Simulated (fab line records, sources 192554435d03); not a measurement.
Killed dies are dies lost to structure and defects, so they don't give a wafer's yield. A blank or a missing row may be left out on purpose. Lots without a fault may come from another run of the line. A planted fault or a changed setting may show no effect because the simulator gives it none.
Which tool did it? | flow n5_finfet | 10 lots, 30 wafers sampled, at 5 steps of a route of 1938

WHAT THE GAUGES READ, wafer by wafer
The record holds no reading of a measuring or inspecting step that can be judged against a usual standard deviation.

WHICH TOOL RAN EACH LOT (tool, then ch and the chambers of the sampled wafers, then the start)
lot  | N5_BEOL_M15_STRIP_64                          | N5_BEOL_M15_SPUTTER_44       | N5_BEOL_M15_SPUTTER_45       | N5_BEOL_M15_CMP_49            | N5_MIM_TOP_ALD_01
L870 | rie_diel-05 ch 1,3, day 12 08:23 or earlier   | pvd_sputter-03, day 12 08:23 | pvd_sputter-03, day 12 08:28 | cmp-01 ch 2,3, day 12 09:08   | ald_hk-02 ch 0,2, no start
L871 | rie_diel-02 ch 1,2, day 12 19:15 or earlier   | pvd_sputter-03, day 12 19:15 | pvd_sputter-03, day 12 19:20 | cmp-04 ch 0,1, day 12 20:22   | ald_hk-02 ch 0,2, no start
L872 | rie_diel-04 ch 0,1,3, day 12 23:49 or earlier | pvd_sputter-02, day 12 23:49 | pvd_sputter-02, day 12 23:53 | cmp-01 ch 0,1,2, day 13 00:33 | ald_hk-03 ch 0,1,2, no start
L874 | rie_diel-02 ch 1,2,3, day 13 15:05 or earlier | pvd_sputter-01, day 13 15:05 | pvd_sputter-01, day 13 15:10 | cmp-04 ch 0,2,3, day 13 15:53 | ald_hk-01 ch 1,2,3, no start
L877 | rie_diel-04 ch 1,2,3, day 14 04:56 or earlier | pvd_sputter-02, day 14 04:56 | pvd_sputter-02, day 14 05:01 | cmp-03 ch 0,1,3, day 14 05:45 | ald_hk-03 ch 2,3, no start
L880 | rie_diel-04 ch 0,2, day 14 15:20 or earlier   | pvd_sputter-01, day 14 15:20 | pvd_sputter-01, day 14 15:25 | cmp-01 ch 2,3, day 14 16:15   | ald_hk-03 ch 0,1,3, no start
L881 | rie_diel-02 ch 0,2,3, day 15 11:26 or earlier | pvd_sputter-03, day 15 11:26 | pvd_sputter-03, day 15 11:31 | cmp-01 ch 2,3, day 15 12:08   | ald_hk-02 ch 0,2,3, no start
L884 | rie_diel-05 ch 1,3, day 15 17:33 or earlier   | pvd_sputter-02, day 15 17:33 | pvd_sputter-02, day 15 17:38 | cmp-04 ch 0,1, day 15 18:19   | ald_hk-03 ch 0,1, no start
L889 | rie_diel-05 ch 2,3, day 16 12:56 or earlier   | pvd_sputter-03, day 16 12:56 | pvd_sputter-03, day 16 13:01 | cmp-04 ch 0,3, day 16 13:49   | ald_hk-02 ch 0,2,3, no start
L888 | rie_diel-05 ch 2,3, day 16 20:35 or earlier   | pvd_sputter-03, day 16 20:35 | pvd_sputter-03, day 16 20:40 | cmp-04 ch 1,3, day 16 21:22   | ald_hk-03 ch 0,1,3, no start
- N5_BEOL_M15_STRIP_64: strips in O2.
- N5_BEOL_M15_SPUTTER_44: material Ta, target thk 15 nm, time 24.19 s.
- N5_BEOL_M15_SPUTTER_45: material Cu, target thk 100 nm, time 16.67 s.
- N5_BEOL_M15_CMP_49: polishes, stops on SiO2, t overpolish 4.9 s, target thk 850 nm.
- N5_MIM_TOP_ALD_01: deposits HfO2, target thk 5.6 nm, pulse time 1 s, purge time 3 s.

WHAT THE TOOLS THEMSELVES READ (means of the sampled wafers that have a number; where no wafer has one, the mark that the record gives instead)
N5_BEOL_M15_STRIP_64. Usual: drypump_motor_current_A 5.6 A, standard deviation 0.43; oes_product_au 0.82 a.u., standard deviation 0.1; rf_vpp_V 3.6 V, standard deviation 0.48; showerhead_plenum_p_Torr 2.12 Torr, standard deviation 0.076; throttle_valve_pct 16.65 %, standard deviation 0.27.
lot  | tool        | drypump_motor_current_A (A) | oes_product_au (a.u.) | rf_vpp_V (V) | showerhead_plenum_p_Torr (Torr) | throttle_valve_pct (%) | flag
L870 | rie_diel-05 | 5.5                         | 0.77                  | 3.9          | 2.06                            | 16.72                  |
L871 | rie_diel-02 | 5.8                         | 0.86                  | 3.6          | 2.11                            | 16.84                  |
L872 | rie_diel-04 | 5.5                         | 0.90                  | 3.4          | 2.20                            | 16.35                  |
L874 | rie_diel-02 | 5.7                         | 0.82                  | 3.6          | 2.15                            | 16.76                  |
L877 | rie_diel-04 | 5.4                         | 0.85                  | 3.6          | 2.16                            | 16.51                  |
L880 | rie_diel-04 | 5.2                         | 0.82                  | 3.9          | 2.21                            | 16.51                  |
L881 | rie_diel-02 | 5.7                         | 0.81                  | 3.9          | 2.12                            | 16.77                  |
L884 | rie_diel-05 | 5.4                         | 0.94                  | 3.8          | 2.05                            | 16.50                  |
L889 | rie_diel-05 | 5.6                         | 0.84                  | 3.8          | 2.03                            | 16.49                  |
L888 | rie_diel-05 | 5.5                         | 0.85                  | 3.6          | 2.05                            | 16.65                  |

N5_BEOL_M15_SPUTTER_44. Usual: throttle_valve_pct 30.3 %, standard deviation 0.85.
lot  | tool           | throttle_valve_pct (%) | flag
L870 | pvd_sputter-03 | 31.0                   |
L871 | pvd_sputter-03 | 31.1                   |
L872 | pvd_sputter-02 | 30.1                   |
L874 | pvd_sputter-01 | 29.8                   |
L877 | pvd_sputter-02 | 30.1                   |
L880 | pvd_sputter-01 | 30.2                   |
L881 | pvd_sputter-03 | 31.3                   |
L884 | pvd_sputter-02 | 29.7                   |
L889 | pvd_sputter-03 | 31.3                   |
L888 | pvd_sputter-03 | 31.3                   |

N5_BEOL_M15_SPUTTER_45. Usual: throttle_valve_pct 30.3 %, standard deviation 0.87.
lot  | tool           | throttle_valve_pct (%) | flag
L870 | pvd_sputter-03 | 31.1                   |
L871 | pvd_sputter-03 | 31.0                   |
L872 | pvd_sputter-02 | 30.0                   |
L874 | pvd_sputter-01 | 29.9                   |
L877 | pvd_sputter-02 | 30.1                   |
L880 | pvd_sputter-01 | 30.0                   |
L881 | pvd_sputter-03 | 31.4                   |
L884 | pvd_sputter-02 | 29.7                   |
L889 | pvd_sputter-03 | 31.4                   |
L888 | pvd_sputter-03 | 31.3                   |

N5_BEOL_M15_CMP_49. Usual: barrier_field_endpoint_s 11.34 s, standard deviation 0.25; motor_current_A 8.1 A, standard deviation 0.58.
lot  | tool   | barrier_field_endpoint_s (s) | motor_current_A (A) | flag
L870 | cmp-01 | 11.67                        | 8.3                 |
L871 | cmp-04 | 11.45                        | 7.6                 |
L872 | cmp-01 | 11.39                        | 8.2                 |
L874 | cmp-04 | 11.23                        | 8.0                 |
L877 | cmp-03 | 11.35                        | 7.9                 |
L880 | cmp-01 | 11.37                        | 8.3                 |
L881 | cmp-01 | 11.30                        | 8.1                 |
L884 | cmp-04 | 11.19                        | 8.2                 |
L889 | cmp-04 | 12.23                        | 8.3                 | OFF
L888 | cmp-04 | 12.92                        | 8.5                 | OFF

N5_MIM_TOP_ALD_01. Usual: precursor_pulse_height_rel 0.997, standard deviation 0.02.
lot  | tool      | precursor_pulse_height_rel | flag
L870 | ald_hk-02 | 0.991                      |
L871 | ald_hk-02 | 0.990                      |
L872 | ald_hk-03 | 0.993                      |
L874 | ald_hk-01 | 0.980                      |
L877 | ald_hk-03 | 1.000                      |
L880 | ald_hk-03 | 0.998                      |
L881 | ald_hk-02 | 0.989                      |
L884 | ald_hk-03 | 0.978                      |
L889 | ald_hk-02 | 0.992                      |
L888 | ald_hk-03 | 1.005                      |

THE ANSWER, worked out from the rows above alone
Rule: a lot is off if the mean of its wafers that have a number lies more than 3 standard deviations from the usual mean. A lot without any number at a reading at which 4 lots or more have one is off too. The other lots that the step has rows for count as sound. The gauges are gone through in route order, then the tools' own readings, and for those a lot's mean is taken as printed above. The first step at which some lot is off is used, and at that step the reading that is off furthest; a lot without a number counts as furthest.
Off: L889, L888, at N5_BEOL_M15_CMP_49 (barrier_field_endpoint_s).
A tool fits if, at that step or a process step before it, it ran every lot that is off, and no sound lot after the first of them. N5_BEOL_M15_STRIP_64 gives no start for some lots, so the hours and the order of its lots are those of N5_BEOL_M15_SPUTTER_44. Can't be told from this: 3 tools fit, rie_diel-05 at N5_BEOL_M15_STRIP_64, pvd_sputter-03 at N5_BEOL_M15_SPUTTER_44 and N5_BEOL_M15_SPUTTER_45, cmp-04 at N5_BEOL_M15_CMP_49.

WHAT THE SIMULATOR HAD PUT IN
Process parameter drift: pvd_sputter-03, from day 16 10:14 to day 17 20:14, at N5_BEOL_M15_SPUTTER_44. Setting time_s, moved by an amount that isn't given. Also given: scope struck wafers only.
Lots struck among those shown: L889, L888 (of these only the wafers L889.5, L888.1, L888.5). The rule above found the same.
